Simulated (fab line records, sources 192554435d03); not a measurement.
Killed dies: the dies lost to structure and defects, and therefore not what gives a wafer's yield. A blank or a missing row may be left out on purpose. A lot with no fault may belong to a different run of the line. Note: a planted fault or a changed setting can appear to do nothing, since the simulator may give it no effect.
fab line records	flow n5Finfet	part 1 of 2: steps 1 to 4 of 6
record lots=21	wafers=63	lastDay=18
route steps=1938 shown FIN_SAQP@134 FIN_CUT@173 DUMMY_GATE@219 SPACER0@259
lots with no fault: from the same line, run without faults
startH: the number of hours between the record's first day and the start of the first shown wafer of the lot	waitH: hours since the lot's step before	" same as the row above	L1.1+2: a row that stands for several wafers	- no value, or no start given	* or withheld: withheld	< > ~ a bound
route shown NAME@n: a module of which the file shows steps, and the number in the route of the first	usual: average and standard deviation across the fault-free wafers	same: alike in all rows	chamber/n: place in a boat	sites: per-site readings	_std_site: standard deviation of those values	_edge_site: the outer-site mean with the inner-site mean subtracted	radiusMm: for every site, how far away it sits from the centre of the wafer	mask NAME#n: copy n	behind: the most recent tool/chamber to have shaped the wafer	hold: cause of the lot's hold/its duration in hours/its outcome	device: names the non-switching transistor (n, p or np)	end of line: the route-end tests of the same wafers	step lacking rows: just its recipe	killed: dies lost to structure and defects at the first sort, not the wafer's yield	map: the dies of a wafer, with x for killed, . for not killed, _ for no die there
set.NAME: the setting as run; set.NAME@STEP: as run at that earlier step	model.NAME: the simulator's own value behind a step, which no gauge read
a sample of lots followed through the steps of the route, with each step as a table and each wafer as a row
services: from which hour (startH, from the record's first day; less than 0 if before it) a tool's chamber was out of use, for how many hours, and why
## steps
# step N5_FIN_SAQP_ETCH_69
# recipe chemistry=N2/H2	target=SOC	targetDepthA=1500	stopOn=SiNx	ionEnergyEv=100	biasW=61	pressureMtorr=30	sourceW=850	n2FlowSccm=200	h2FlowSccm=200
# usual chamberPressureMTorr=30.003/0.028	drypumpMotorCurrentA=5.8/0.37	oesProductAu=0.75/0.075	rfVppV=240.4/1.2	showerheadPlenumPTorr=2.51/0.063	throttleValvePct=17.90/0.23
lot.wafer	tool	chamber	startH	waitH	chamberPressureMTorr	drypumpMotorCurrentA	oesProductAu	rfHoursCounterH	rfVppV	showerheadPlenumPTorr	throttleValvePct
L074.1	rieDiel-06	2	24.49	-	30.036	5.9	0.70	215	239.6	2.51	17.59
L074.2	"	0	"	"	30.056	5.8	0.68	224	239.7	2.51	18.06
L074.6	"	1	"	"	30.042	6.0	0.79	-	240.8	2.57	18.10
L075.1	rieDiel-06	0	33.86	-	30.040	5.8	0.68	229	240.6	2.51	18.07
L075.4	"	3	"	"	30.053	6.2	0.79	119	239.0	2.46	17.79
L075.5	"	1	"	"	29.999	6.0	0.78	-	242.7	2.57	18.10
L076.1	rieDiel-06	1	36.94	-	29.953	6.0	0.78	117	241.2	2.57	18.08
L076.2	"	2	"	"	29.987	5.9	0.70	219	241.2	2.50	17.62
L076.4	"	3	"	"	29.975	6.2	0.79	119	239.6	2.46	17.79
L077.2	rieDiel-02	0	43.31	-	30.007	5.9	0.73	167	238.9	2.43	17.96
L077.5	"	2	"	"	30.001	6.2	0.78	-	243.8	2.65	18.16
L077.6	"	1	"	"	30.047	5.0	0.75	-	238.6	2.45	17.76
L078.3	rieDiel-06	1	48.14	-	30.058	6.0	0.77	121	242.3	2.57	18.10
L078.5	"	2	"	"	30.009	5.9	0.70	-	241.6	2.50	17.63
L078.6	"	3	"	"	29.987	6.2	0.79	-	238.9	2.45	17.82
L080.3	rieDiel-05	1	62.08	-	29.967	5.1	0.67	233	240.7	2.52	18.04
L080.5	"	0	"	"	29.980	5.7	0.90	-	240.6	2.50	17.59
L080.6	"	1	"	"	30.013	5.1	0.68	-	240.6	2.52	18.02
L081.1	rieDiel-06	3	66.82	-	30.030	6.2	0.78	130	238.5	2.45	17.81
L081.3	"	0	"	"	30.010	5.8	0.68	239	240.0	2.50	18.08
L081.5	"	1	"	"	29.998	6.0	0.77	-	240.6	2.56	18.14
L082.1	rieDiel-06	3	72.68	-	30.014	6.2	0.77	131	239.7	2.45	17.80
L082.4	"	1	"	"	30.050	6.0	0.77	129	242.0	2.56	18.14
L082.5	"	2	"	"	30.002	5.9	0.69	-	240.8	2.50	17.64
L083.2	rieDiel-05	0	78.50	-	30.028	5.7	0.89	26	241.1	2.49	17.59
L083.5	"	0	"	"	29.995	5.6	0.89	-	239.1	2.49	17.59
L083.6	"	3	"	"	30.040	5.7	0.74	-	239.9	2.52	17.83
L085.1	rieDiel-05	0	93.79	-	30.022	5.6	0.88	32	238.7	2.49	17.61
L085.5	"	2	"	"	29.990	6.3	0.69	-	242.2	2.61	18.10
L085.6	"	1	"	"	30.031	5.1	0.67	-	240.2	2.51	18.05
L086.1	rieDiel-05	3	97.89	-	30.036	5.7	0.72	189	240.8	2.52	17.80
L086.2	"	2	"	"	29.987	6.2	0.69	228	243.1	2.61	18.11
L086.3	"	0	"	"	30.065	5.6	0.88	33	240.7	2.49	17.61
L087.1	rieDiel-05	2	102.32	-	30.011	6.3	0.69	230	241.6	2.61	18.09
L087.3	"	1	"	"	30.008	5.1	0.67	247	239.6	2.51	18.05
L087.5	"	3	"	"	30.014	5.7	0.73	-	240.8	2.52	17.83
L089.1	rieDiel-06	1	114.51	-	30.007	5.9	0.75	143	241.3	2.56	18.15
L089.2	"	2	"	"	30.003	5.9	0.68	246	241.3	2.49	17.65
L089.5	"	2	"	"	30.025	5.9	0.68	-	240.6	2.49	17.65
L090.3	rieDiel-05	0	120.54	-	30.014	5.7	0.87	41	239.8	2.49	17.62
L090.5	"	3	"	"	29.988	5.7	0.72	-	239.7	2.51	17.84
L090.6	"	0	"	"	29.984	5.7	0.87	-	240.8	2.49	17.63
L091.2	rieDiel-05	2	127.57	-	29.990	6.2	0.68	240	241.2	2.61	18.12
L091.4	"	2	"	"	29.955	6.2	0.68	-	241.7	2.61	18.14
L091.5	"	0	"	"	30.028	5.6	0.87	-	239.9	2.49	17.62
L092.2	rieDiel-02	0	133.07	-	29.945	5.9	0.70	196	238.8	2.41	18.01
L092.3	"	3	"	"	29.964	6.1	0.72	182	238.4	2.43	18.30
L092.5	"	0	"	"	30.004	5.9	0.71	-	239.7	2.41	18.00
L093.1	rieDiel-02	1	138.58	-	29.993	5.0	0.73	171	241.3	2.43	17.80
L093.3	"	2	"	"	30.037	6.2	0.75	168	242.6	2.64	18.20
L093.6	"	0	"	"	29.958	5.9	0.71	-	239.3	2.41	18.01
L094.2	rieDiel-02	3	146.57	-	29.966	6.1	0.72	184	239.8	2.43	18.30
L094.3	"	2	"	"	29.974	6.2	0.75	171	242.7	2.64	18.22
L094.5	"	1	"	"	29.996	5.0	0.72	-	238.4	2.43	17.82
L095.3	rieDiel-05	0	151.65	-	29.975	5.7	0.84	54	238.5	2.48	17.64
L095.4	"	1	"	"	30.011	5.1	0.95	9	240.6	2.51	17.67
L095.5	"	2	"	"	29.988	6.3	0.68	-	240.9	2.60	18.15
L096.3	rieDiel-05	0	156.92	-	29.941	5.6	0.84	56	240.6	2.48	17.65
L096.4	"	0	"	"	30.018	5.6	0.84	-	239.9	2.48	17.66
L096.5	"	1	"	"	30.005	5.1	0.95	-	239.2	2.51	17.65
L097.1	rieDiel-06	1	163.63	-	29.977	6.0	0.74	163	239.6	2.55	18.18
L097.2	"	2	"	"	29.988	5.9	0.97	6	239.9	2.49	17.26
L097.3	"	0	"	"	29.982	5.8	0.94	14	240.0	2.49	17.65
# step N5_FIN_CUT_CUT_ETCH_26
# recipe chemistry=CH3F/O2	target=SiNx	targetDepthA=390	maskMaterial=SOC	timeS=55.7	pressureMtorr=30	sourceW=395	biasW=73	Ar_flow_sccm=150	CH3F_flow_sccm=30	O2_flow_sccm=20	ionEnergyEv=120
# usual chamberPressureMTorr=29.998/0.025	drypumpMotorCurrentA=5.6/0.42	oesProductAu=0.80/0.11	rfVppV=298/3.4	showerheadPlenumPTorr=2.01/0.077	throttleValvePct=16.39/0.23
lot.wafer	tool	chamber	startH	waitH	chamberPressureMTorr	drypumpMotorCurrentA	oesProductAu	rfHoursCounterH	rfVppV	showerheadPlenumPTorr	throttleValvePct
L074.1	rieDiel-01	1	28.50	0.0	29.984	6.0	0.67	239	297	1.89	16.28
L074.2	"	0	"	"	29.958	5.1	0.97	3	297	2.14	16.19
L074.6	"	0	"	"	29.986	5.1	0.97	-	299	2.14	16.20
L075.1	rieDiel-04	3	36.43	0.0	29.958	6.5	0.74	176	294	1.92	16.43
L075.4	"	0	"	"	30.013	5.8	0.71	202	304	2.07	16.54
L075.5	"	0	"	"	29.983	5.8	0.70	-	305	2.07	16.55
L076.1	rieDiel-03	0	39.27	0.0	29.982	5.2	0.73	194	292	1.91	16.61
L076.2	"	2	"	"	29.992	5.4	0.88	44	295	2.12	16.52
L076.4	"	0	"	"	30.011	5.2	0.73	-	294	1.91	16.61
L077.2	rieDiel-03	1	46.02	0.0	30.009	5.9	0.98	1	295	2.05	16.16
L077.5	"	0	"	"	29.954	5.3	0.73	-	291	1.91	16.60
L077.6	"	3	"	"	29.988	4.7	0.92	-	298	1.96	16.43
L078.3	rieDiel-01	3	50.89	0.0	30.030	5.4	1.00	3	303	2.05	16.21
L078.5	"	3	"	"	29.990	5.4	0.99	-	301	2.05	16.20
L078.6	"	2	"	"	29.922	5.5	0.71	-	297	1.99	16.52
L080.3	rieDiel-01	2	64.63	0.0	29.992	5.6	0.72	210	297	1.99	16.53
L080.5	"	2	"	"	30.002	5.5	0.72	-	297	1.99	16.54
L080.6	"	0	"	"	30.015	5.1	0.93	-	298	2.13	16.21
L081.1	rieDiel-01	0	69.10	0.0	30.035	5.1	0.92	18	298	2.13	16.22
L081.3	"	3	"	"	29.996	5.4	0.98	8	301	2.05	16.20
L081.5	"	2	"	"	29.977	5.6	0.73	-	297	1.99	16.54
L082.1	rieDiel-03	1	75.12	0.0	30.012	5.9	0.95	9	295	2.05	16.16
L082.4	"	0	"	"	30.011	5.2	0.73	204	293	1.91	16.62
L082.5	"	0	"	"	30.029	5.2	0.73	-	292	1.91	16.62
L083.2	rieDiel-04	1	80.79	0.0	29.980	5.7	0.86	47	300	1.95	15.96
L083.5	"	0	"	"	29.978	5.8	0.70	-	305	2.07	16.57
L083.6	"	1	"	"	30.049	5.7	0.87	-	299	1.95	15.96
L085.1	rieDiel-04	3	97.88	0.0	30.006	6.5	0.73	192	295	1.91	16.46
L085.5	"	1	"	"	29.976	5.7	0.87	-	299	1.95	15.95
L085.6	"	0	"	"	30.023	5.8	0.69	-	305	2.07	16.57
L086.1	rieDiel-03	1	100.67	0.0	29.995	5.9	0.92	16	295	2.05	16.18
L086.2	"	2	"	"	30.015	5.4	0.85	60	295	2.11	16.53
L086.3	"	0	"	"	30.016	5.2	0.72	211	292	1.90	16.65
L087.1	rieDiel-01	1	104.68	0.0	29.973	6.0	0.91	8	301	2.13	15.83
L087.3	"	3	"	"	30.008	5.4	0.92	21	301	2.04	16.23
L087.5	"	3	"	"	30.018	5.4	0.92	-	302	2.04	16.22
L089.1	rieDiel-04	3	117.07	0.0	30.039	6.5	0.72	198	293	1.91	16.48
L089.2	"	0	"	"	29.986	5.8	0.69	224	305	2.06	16.58
L089.5	"	2	"	"	29.996	5.8	0.71	-	296	2.07	16.61
L090.3	rieDiel-04	1	123.08	0.0	30.006	5.7	0.86	54	301	1.95	15.99
L090.5	"	0	"	"	29.988	5.8	0.69	-	303	2.06	16.58
L090.6	"	2	"	"	30.022	5.7	0.70	-	296	2.06	16.60
L091.2	rieDiel-01	0	129.85	0.0	30.002	5.1	0.90	31	298	2.13	16.25
L091.4	"	1	"	"	30.036	6.0	0.91	17	301	2.13	15.83
L091.5	"	2	"	"	30.023	5.5	0.70	-	296	1.98	16.58
L092.2	rieDiel-03	0	135.47	0.0	29.985	5.3	0.71	221	293	1.90	16.65
L092.3	"	1	"	"	30.026	5.9	0.89	26	296	2.04	16.20
L092.5	"	3	"	"	29.984	4.8	0.88	-	297	1.95	16.45
L093.1	rieDiel-04	3	140.86	0.0	30.009	6.5	0.72	203	295	1.91	16.50
L093.3	"	1	"	"	30.034	5.7	0.84	59	300	1.94	16.00
L093.6	"	1	"	"	30.002	5.7	0.85	-	301	1.95	15.98
L094.2	rieDiel-04	0	149.14	0.0	30.023	5.7	0.68	234	303	2.06	16.60
L094.3	"	1	"	"	29.982	5.7	0.85	61	300	1.94	16.00
L094.5	"	0	"	"	30.007	5.8	0.68	-	304	2.06	16.59
L095.3	rieDiel-03	3	154.06	0.0	29.936	4.8	0.88	42	297	1.95	16.48
L095.4	"	3	"	"	29.986	4.7	0.88	-	297	1.95	16.46
L095.5	"	0	"	"	30.000	5.2	0.71	-	293	1.90	16.65
L096.3	rieDiel-01	1	159.19	0.0	30.033	6.0	0.88	24	302	2.12	15.85
L096.4	"	0	"	"	29.999	5.0	0.88	39	299	2.12	16.27
L096.5	"	2	"	"	29.979	5.5	0.69	-	297	1.98	16.57
L097.1	rieDiel-04	3	166.86	0.0	29.993	6.5	0.71	210	294	1.91	16.49
L097.2	"	1	"	"	29.997	5.7	0.84	66	301	1.94	15.99
L097.3	"	2	"	"	29.975	5.8	0.69	223	296	2.06	16.62
# step N5_DUMMY_GATE_THK_MEAS_05
# usual thkNm=71.6/0.91
lot.wafer	tool	chamber	startH	waitH	thkNm
L074.1	filmMetro-01	-	44.07	0.1	73.1
L074.2	"	-	"	"	71.3
L074.6	"	-	"	"	71.1
L075.1	filmMetro-01	-	50.11	0.2	70.6
L075.4	"	-	"	"	71.5
L075.5	"	-	"	"	71.6
L076.1	filmMetro-01	-	53.47	0.2	70.3
L076.2	"	-	"	"	71.2
L076.4	"	-	"	"	72.4
L077.2	filmMetro-01	-	61.23	0.2	70.9
L077.5	"	-	"	"	71.2
L077.6	"	-	"	"	70.2
L078.3	filmMetro-01	-	65.34	0.1	72.0
L078.5	"	-	"	"	71.9
L078.6	"	-	"	"	72.7
L080.3	filmMetro-02	-	82.09	0.1	71.8
L080.5	"	-	"	"	71.4
L080.6	"	-	"	"	71.8
L081.1	filmMetro-01	-	82.88	0.1	71.1
L081.3	"	-	"	"	70.6
L081.5	"	-	"	"	71.9
L082.1	filmMetro-02	-	90.40	0.2	71.5
L082.4	"	-	"	"	69.8
L082.5	"	-	"	"	71.9
L083.2	filmMetro-01	-	96.75	0.1	71.2
L083.5	"	-	"	"	73.5
L083.6	"	-	"	"	71.9
L085.1	filmMetro-02	-	111.74	0.2	71.5
L085.5	"	-	"	"	71.1
L085.6	"	-	"	"	72.1
L086.1	filmMetro-01	-	114.39	0.2	70.8
L086.2	"	-	"	"	70.7
L086.3	"	-	"	"	71.0
L087.1	filmMetro-01	-	120.27	0.2	72.2
L087.3	"	-	"	"	72.4
L087.5	"	-	"	"	72.0
L089.1	filmMetro-02	-	131.68	0.2	71.2
L089.2	"	-	"	"	71.5
L089.5	"	-	"	"	72.0
L090.3	filmMetro-01	-	136.61	0.2	73.5
L090.5	"	-	"	"	72.2
L090.6	"	-	"	"	72.0
L091.2	filmMetro-02	-	143.45	0.1	71.9
L091.4	"	-	"	"	72.7
L091.5	"	-	"	"	72.4
L092.2	filmMetro-02	-	148.85	0.2	71.6
L092.3	"	-	"	"	72.3
L092.5	"	-	"	"	71.3
L093.1	filmMetro-02	-	156.42	0.1	71.8
L093.3	"	-	"	"	72.0
L093.6	"	-	"	"	71.6
L094.2	filmMetro-01	-	164.63	0.2	71.2
L094.3	"	-	"	"	72.0
L094.5	"	-	"	"	71.4
L095.3	filmMetro-01	-	168.23	0.1	70.4
L095.4	"	-	"	"	70.8
L095.5	"	-	"	"	69.9
L096.3	filmMetro-02	-	179.07	0.1	72.8
L096.4	"	-	"	"	73.0
L096.5	"	-	"	"	72.5
L097.1	filmMetro-01	-	184.55	0.2	72.0
L097.2	"	-	"	"	72.3
L097.3	"	-	"	"	72.6
# step N5_DUMMY_GATE_ETCH_36
# recipe chemistry=CF4	target=SiARC	targetDepthA=130	pressureMtorr=40	sourceW=545	biasW=36	Ar_flow_sccm=100	cf4FlowSccm=100	ionEnergyEv=80
# usual chamberPressureMTorr=40.00/0.037	drypumpMotorCurrentA=5.6/0.46	oesProductAu=0.81/0.096	rfVppV=184.3/1.3	showerheadPlenumPTorr=2.16/0.08	throttleValvePct=15.64/0.23
lot.wafer	tool	chamber	startH	waitH	chamberPressureMTorr	drypumpMotorCurrentA	oesProductAu	rfHoursCounterH	rfVppV	showerheadPlenumPTorr	throttleValvePct
L074.1	rieDiel-03	1	48.74	0.0	39.98	5.9	0.98	2	185.2	2.19	15.41
L074.2	"	3	"	"	40.02	4.7	0.93	13	183.8	2.10	15.63
L074.6	"	2	"	"	39.97	5.4	0.90	-	185.3	2.26	15.75
L075.1	rieDiel-04	0	56.61	0.0	40.04	5.8	0.70	208	184.7	2.22	15.84
L075.4	"	2	"	"	40.01	5.8	0.71	192	185.9	2.21	15.81
L075.5	"	3	"	"	39.96	6.5	0.74	-	184.2	2.05	15.68
L076.1	rieDiel-03	2	58.56	0.0	39.98	5.4	0.88	49	183.5	2.26	15.75
L076.2	"	3	"	"	39.97	4.7	0.91	15	183.5	2.10	15.65
L076.4	"	0	"	"	40.05	5.2	0.73	200	182.6	2.05	15.87
L077.2	rieDiel-03	0	65.76	0.0	39.99	5.2	0.73	201	182.8	2.05	15.87
L077.5	"	0	"	"	39.95	5.2	0.73	-	183.0	2.05	15.87
L077.6	"	1	"	"	39.94	5.9	0.95	-	184.3	2.19	15.40
L078.3	rieDiel-01	0	70.06	0.0	40.02	5.0	0.92	18	186.3	2.27	15.43
L078.5	"	3	"	"	39.99	5.4	0.97	-	184.5	2.19	15.41
L078.6	"	0	"	"	40.07	5.1	0.92	-	185.8	2.27	15.43
L080.3	rieDiel-03	1	87.03	0.0	40.03	5.9	0.94	12	184.2	2.19	15.41
L080.5	"	0	"	"	39.94	5.2	0.73	-	182.8	2.04	15.88
L080.6	"	3	"	"	39.99	4.7	0.91	-	183.2	2.10	15.67
L081.1	rieDiel-04	3	88.99	0.0	39.94	6.5	0.73	190	184.4	2.05	15.69
L081.3	"	0	"	"	40.02	5.8	0.69	216	185.0	2.21	15.85
L081.5	"	2	"	"	40.04	5.7	0.71	-	185.3	2.21	15.82
L082.1	rieDiel-03	3	96.90	0.0	40.02	4.7	0.91	25	184.0	2.09	15.66
L082.4	"	0	"	"	40.00	5.2	0.73	210	182.7	2.04	15.89
L082.5	"	3	"	"	40.07	4.7	0.90	-	183.8	2.09	15.67
L083.2	rieDiel-04	2	106.28	0.0	40.02	5.7	0.70	204	186.0	2.21	15.83
L083.5	"	3	"	"	39.99	6.5	0.72	-	182.1	2.05	15.70
L083.6	"	2	"	"	39.94	5.8	0.70	-	184.2	2.21	15.82
L085.1	rieDiel-03	0	116.40	0.0	39.96	5.2	0.71	215	183.2	2.04	15.89
L085.5	"	1	"	"	40.01	5.9	0.91	-	183.8	2.19	15.43
L085.6	"	0	"	"	40.00	5.2	0.71	-	181.4	2.04	15.90
L086.1	rieDiel-04	3	119.06	0.0	40.01	6.5	0.72	199	183.1	2.05	15.71
L086.2	"	2	"	"	40.00	5.8	0.70	209	184.0	2.20	15.83
L086.3	"	0	"	"	39.95	5.8	0.69	225	184.9	2.21	15.87
L087.1	rieDiel-01	3	124.81	0.0	40.02	5.4	0.92	28	184.3	2.18	15.47
L087.3	"	1	"	"	40.01	6.0	0.90	15	186.3	2.27	15.10
L087.5	"	1	"	"	40.03	5.9	0.90	-	185.7	2.27	15.09
L089.1	rieDiel-01	0	136.21	0.0	39.98	5.1	0.90	33	186.6	2.27	15.46
L089.2	"	2	"	"	40.02	5.6	0.70	234	184.3	2.12	15.81
L089.5	"	0	"	"	39.94	5.1	0.89	-	185.4	2.27	15.48
L090.3	rieDiel-03	3	141.17	0.0	40.02	4.7	0.87	39	183.6	2.09	15.70
L090.5	"	3	"	"	40.00	4.7	0.88	-	183.9	2.09	15.70
L090.6	"	0	"	"	40.01	5.2	0.72	-	184.0	2.04	15.91
L091.2	rieDiel-04	1	148.11	0.0	39.97	5.7	0.85	60	183.4	2.09	15.28
L091.4	"	0	"	"	40.09	5.8	0.68	233	185.0	2.21	15.89
L091.5	"	1	"	"	40.02	5.7	0.84	-	183.9	2.09	15.25
L092.2	rieDiel-04	2	153.51	0.0	40.07	5.7	0.70	219	185.4	2.20	15.85
L092.3	"	3	"	"	39.93	6.5	0.73	206	182.7	2.04	15.74
L092.5	"	0	"	"	40.05	5.8	0.68	-	184.4	2.21	15.90
L093.1	rieDiel-01	1	163.28	0.0	39.97	5.9	0.89	25	183.9	2.27	15.13
L093.3	"	3	"	"	39.99	5.4	0.89	39	183.0	2.18	15.50
L093.6	"	0	"	"	40.06	5.0	0.88	-	184.8	2.26	15.47
L094.2	rieDiel-04	0	171.45	0.0	40.03	5.8	0.68	240	184.5	2.21	15.91
L094.3	"	2	"	"	40.00	5.7	0.70	224	186.0	2.20	15.86
L094.5	"	1	"	"	39.99	5.7	0.84	-	182.6	2.09	15.27
L095.3	rieDiel-03	1	172.89	0.0	40.02	5.9	0.89	38	184.6	2.18	15.47
L095.4	"	2	"	"	39.97	5.4	0.84	80	186.4	2.25	15.81
L095.5	"	0	"	"	40.03	5.2	0.70	-	182.0	2.03	15.94
L096.3	rieDiel-04	1	187.31	0.0	40.00	5.7	0.82	72	183.3	2.09	15.29
L096.4	"	0	"	"	40.04	5.8	0.67	-	185.9	2.20	15.92
L096.5	"	1	"	"	40.01	5.7	0.82	-	183.0	2.09	15.30
L097.1	rieDiel-01	1	191.06	0.0	39.96	5.9	0.86	33	184.9	2.27	15.14
L097.2	"	3	"	"	40.00	5.4	0.88	47	184.0	2.17	15.51
L097.3	"	0	"	"	40.00	5.1	0.86	48	187.2	2.26	15.50
